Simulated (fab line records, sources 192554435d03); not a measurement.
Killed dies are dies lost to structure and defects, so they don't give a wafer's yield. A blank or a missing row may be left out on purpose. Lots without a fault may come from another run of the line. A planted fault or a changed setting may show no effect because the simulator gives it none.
Which tool did it? | flow n5_finfet | 24 lots, 72 wafers sampled, at 3 steps of a route of 1938

WHAT THE GAUGES READ, wafer by wafer
N5_BEOL_M10_CD_MEAS_28: target cd 70 nm. Usual: cd_nm 70.3 nm, standard deviation 0.98.
lot  | measured     | on        | cd_nm (nm)     | flag
L075 | day 10 11:25 | cd_sem-03 | 69.9 70.8 70.9 |
L076 | day 10 18:31 | cd_sem-02 | 71.2 70.3 70.2 |
L074 | day 10 22:20 | cd_sem-02 | 70.5 68.7 70.1 |
L077 | day 11 04:59 | cd_sem-03 | 69.7 70.1 70.5 |
L079 | day 12 02:24 | cd_sem-02 | 71.2 69.0 69.9 |
L078 | day 12 02:34 | cd_sem-02 | 70.5 71.3 69.3 |
L082 | day 12 08:22 | cd_sem-02 | 69.3 70.5 69.0 |
L080 | day 12 08:38 | cd_sem-01 | 69.3 68.9 70.9 |
L081 | day 12 10:21 | cd_sem-02 | 68.2 69.1 67.5 |
L083 | day 12 17:12 | cd_sem-01 | 70.5 70.9 70.9 |
L085 | day 12 19:17 | cd_sem-03 | 71.8 70.3 71.5 |
L084 | day 12 19:32 | cd_sem-02 | 71.8 70.8 71.4 |
L087 | day 13 13:53 | cd_sem-03 | 70.3 70.7 69.3 |
L086 | day 13 16:53 | cd_sem-02 | 69.9 70.0 70.6 |
L088 | day 13 21:04 | cd_sem-02 | 71.1 71.2 71.1 |
L089 | day 14 02:26 | cd_sem-03 | 70.1 69.0 68.9 |
L090 | day 14 11:56 | cd_sem-02 | 70.5 71.9 71.2 |
L091 | day 14 12:06 | cd_sem-02 | 69.8 70.7 70.5 |
L092 | day 14 22:29 | cd_sem-03 | 69.9 69.6 69.2 |
L095 | day 15 10:35 | cd_sem-02 | 70.9 69.8 69.7 |
L093 | day 15 14:39 | cd_sem-02 | 71.5 71.8 71.6 |
L096 | day 15 23:43 | cd_sem-01 | 72.0 71.9 72.3 |
L094 | day 15 23:53 | cd_sem-02 | 69.6 70.5 69.0 |
L097 | day 16 11:26 | cd_sem-03 | 71.6 70.7 71.2 |

N5_BEOL_M10_INSPECT_30: inspects for defects (brightfield). Usual: raw_defect_count 390, standard deviation 84.
lot  | measured     | on                | raw_defect_count | flag
L075 | day 10 11:29 | defect_inspect-01 | 321 322 331      |
L076 | day 10 18:34 | defect_inspect-02 | 449 517 295      |
L074 | day 10 22:23 | defect_inspect-02 | 578 546 513      |
L077 | day 11 05:02 | defect_inspect-01 | 350 580 483      |
L079 | day 12 02:27 | defect_inspect-02 | 483 463 493      |
L078 | day 12 02:37 | defect_inspect-02 | 347 369 416      |
L082 | day 12 08:26 | defect_inspect-02 | 385 349 289      |
L080 | day 12 08:41 | defect_inspect-01 | 291 389 476      |
L081 | day 12 10:25 | defect_inspect-01 | 380 381 451      |
L083 | day 12 17:15 | defect_inspect-02 | 372 364 486      |
L085 | day 12 19:20 | defect_inspect-01 | 285 287 272      |
L084 | day 12 19:35 | defect_inspect-02 | 325 371 322      |
L087 | day 13 13:56 | defect_inspect-01 | 343 385 412      |
L086 | day 13 16:56 | defect_inspect-02 | 247 290 405      |
L088 | day 13 21:08 | defect_inspect-02 | 414 433 364      |
L089 | day 14 02:29 | defect_inspect-01 | 275 244 272      |
L090 | day 14 11:59 | defect_inspect-02 | 370 396 372      |
L091 | day 14 12:09 | defect_inspect-01 | 478 405 308      |
L092 | day 14 22:32 | defect_inspect-02 | 433 396 370      |
L095 | day 15 10:38 | defect_inspect-02 | 388 553 475      |
L093 | day 15 14:43 | defect_inspect-02 | 258 241 295      |
L096 | day 15 23:46 | defect_inspect-02 | 379 401 343      |
L094 | day 15 23:56 | defect_inspect-01 | 309 540 420      |
L097 | day 16 11:29 | defect_inspect-01 | 458 543 570      |

WHICH TOOL RAN EACH LOT (tool, then ch and the chambers of the sampled wafers, then the start)
lot  | N5_BEOL_M10_PECVD_70
L075 | pecvd-02 ch 0,2, day 10 02:55
L076 | pecvd-03 ch 0,1,2, day 10 15:06
L074 | pecvd-01 ch 0,1, day 10 15:37
L077 | pecvd-01 ch 0,1,2, day 11 01:49
L079 | pecvd-01 ch 0,2, day 11 21:29
L078 | pecvd-02 ch 0,2, day 11 22:12
L082 | pecvd-03 ch 0,1,2, day 12 04:55
L080 | pecvd-03 ch 0,2, day 12 05:02
L081 | pecvd-02 ch 0,1, day 12 06:01
L083 | pecvd-03 ch 0,1,2, day 12 14:39
L085 | pecvd-02 ch 1,2, day 12 16:19
L084 | pecvd-01 ch 0,2, day 12 16:38
L087 | pecvd-02 ch 0,1,2, day 13 09:44
L086 | pecvd-03 ch 0,1, day 13 10:56
L088 | pecvd-01 ch 1,2, day 13 15:12
L089 | pecvd-03 ch 0,1,2, day 14 00:31
L090 | pecvd-03 ch 0,1, day 14 07:06
L091 | pecvd-03 ch 0,1, day 14 09:41
L092 | pecvd-03 ch 0,1,2, day 14 15:57
L095 | pecvd-01 ch 0,1,2, day 15 09:10
L093 | pecvd-03 ch 0,2, day 15 10:42
L096 | pecvd-01 ch 0,1,2, day 15 18:23
L094 | pecvd-03 ch 0,1,2, day 15 18:41
L097 | pecvd-03 ch 0,1,2, day 16 06:20
- N5_BEOL_M10_PECVD_70: deposits SiO2 from TEOS/O2, target thk 20 nm, time 22.7 s.

WHAT THE TOOLS THEMSELVES READ (means of the sampled wafers that have a number; where no wafer has one, the mark that the record gives instead)
N5_BEOL_M10_PECVD_70. Usual: heater_power_w 701 W, standard deviation 100; showerhead_plenum_p_Torr 8.81 Torr, standard deviation 0.068; throttle_valve_pct 22.3 %, standard deviation 0.72.
lot  | tool     | heater_power_w (W) | showerhead_plenum_p_Torr (Torr) | throttle_valve_pct (%) | flag
L075 | pecvd-02 | 683                | 8.89                            | 22.0                   |
L076 | pecvd-03 | 746                | 8.80                            | 22.0                   |
L074 | pecvd-01 | 770                | 8.83                            | 22.4                   |
L077 | pecvd-01 | 715                | 8.78                            | 22.2                   |
L079 | pecvd-01 | 621                | 8.76                            | 22.7                   |
L078 | pecvd-02 | 681                | 8.88                            | 22.1                   |
L082 | pecvd-03 | 677                | 8.80                            | 22.1                   |
L080 | pecvd-03 | 614                | 8.78                            | 21.9                   |
L081 | pecvd-02 | 714                | 8.90                            | 23.0                   |
L083 | pecvd-03 | 702                | 8.80                            | 21.8                   |
L085 | pecvd-02 | 744                | 8.90                            | 22.4                   |
L084 | pecvd-01 | 674                | 8.73                            | 22.4                   |
L087 | pecvd-02 | 722                | 8.90                            | 22.6                   |
L086 | pecvd-03 | 779                | 8.81                            | 22.2                   |
L088 | pecvd-01 | 845                | 8.80                            | 22.1                   |
L089 | pecvd-03 | 662                | 8.79                            | 22.2                   |
L090 | pecvd-03 | 721                | 8.84                            | 22.6                   |
L091 | pecvd-03 | 722                | 8.81                            | 22.1                   |
L092 | pecvd-03 | 725                | 8.79                            | 22.1                   |
L095 | pecvd-01 | 732                | 8.77                            | 22.5                   |
L093 | pecvd-03 | 590                | 8.79                            | 22.1                   |
L096 | pecvd-01 | 701                | 8.78                            | 22.2                   |
L094 | pecvd-03 | 733                | 8.81                            | 22.1                   |
L097 | pecvd-03 | 702                | 8.79                            | 22.1                   |

THE ANSWER, worked out from the rows above alone
Rule: a lot is off if the mean of its wafers that have a number lies more than 3 standard deviations from the usual mean. A lot without any number at a reading at which 4 lots or more have one is off too. The other lots that the step has rows for count as sound. The gauges are gone through in route order, then the tools' own readings, and for those a lot's mean is taken as printed above. The first step at which some lot is off is used, and at that step the reading that is off furthest; a lot without a number counts as furthest.
No lot is off at any reading shown: from this, nothing can be told.

WHAT THE SIMULATOR HAD PUT IN
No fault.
